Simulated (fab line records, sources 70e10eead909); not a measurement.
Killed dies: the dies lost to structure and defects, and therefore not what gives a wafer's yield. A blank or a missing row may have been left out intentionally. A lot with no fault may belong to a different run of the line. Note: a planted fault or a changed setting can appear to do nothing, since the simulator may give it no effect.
Matching of chambers :: flow nand_harc :: NHARC_A_CHANNEL_FILL_D2_STRIP_28 on rie_diel-01 has 4 sister chambers
The step strips in O2, time 20 s. 4 wafers are shown with their chamber, then 9 later ones without.

WAFERS, EACH WITH ITS CHAMBER
wafer: L083.1
chamber: 0
drypump_motor_current_A (A): 5.4

wafer: L092.3
chamber: 3
drypump_motor_current_A (A): 5.4

wafer: L092.4
chamber: 1
drypump_motor_current_A (A): 6.1

wafer: L092.6
chamber: 2
drypump_motor_current_A (A): 5.8

WAFERS WITH NO CHAMBER GIVEN
wafer: L093.2
drypump_motor_current_A (A): 6.1

wafer: L093.4
drypump_motor_current_A (A): 5.4

wafer: L093.5
drypump_motor_current_A (A): 5.8

wafer: L094.4
drypump_motor_current_A (A): 5.8

wafer: L094.5
drypump_motor_current_A (A): 6.1

wafer: L094.6
drypump_motor_current_A (A): 5.5

wafer: L096.4
drypump_motor_current_A (A): 5.4

wafer: L096.5
drypump_motor_current_A (A): 5.8

wafer: L096.6
drypump_motor_current_A (A): 6.2

WHICH CHAMBER EACH WENT THROUGH
wafer: L093.2
from the rows above: 1
in truth: 1

wafer: L093.4
from the rows above: can't be placed: 0 or 3
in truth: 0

wafer: L093.5
from the rows above: 2
in truth: 2

wafer: L094.4
from the rows above: 2
in truth: 2

wafer: L094.5
from the rows above: 1
in truth: 1

wafer: L094.6
from the rows above: can't be placed: 0 or 3
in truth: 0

wafer: L096.4
from the rows above: can't be placed: 0 or 3
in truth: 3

wafer: L096.5
from the rows above: 2
in truth: 2

wafer: L096.6
from the rows above: 1
in truth: 1
Correct placement for 6 of the 9. These rows do not allow placing 3 (true chamber among the candidates in 3). Placed wrongly: 0.
How it was worked out, from the rows above alone: a wafer's distance from a chamber is the root of the sum, over the readings, of the square of ((its reading less the chamber's mean) divided by the reading's scatter). If the next closest chamber is less than 2 further off than the closest, the wafer can't be placed; otherwise it belongs to the closest. A chamber's mean is the mean of its shown wafers. The scatter: root of mean squared gap, hidden wafer to nearest shown wafer, with one shown wafer a chamber.
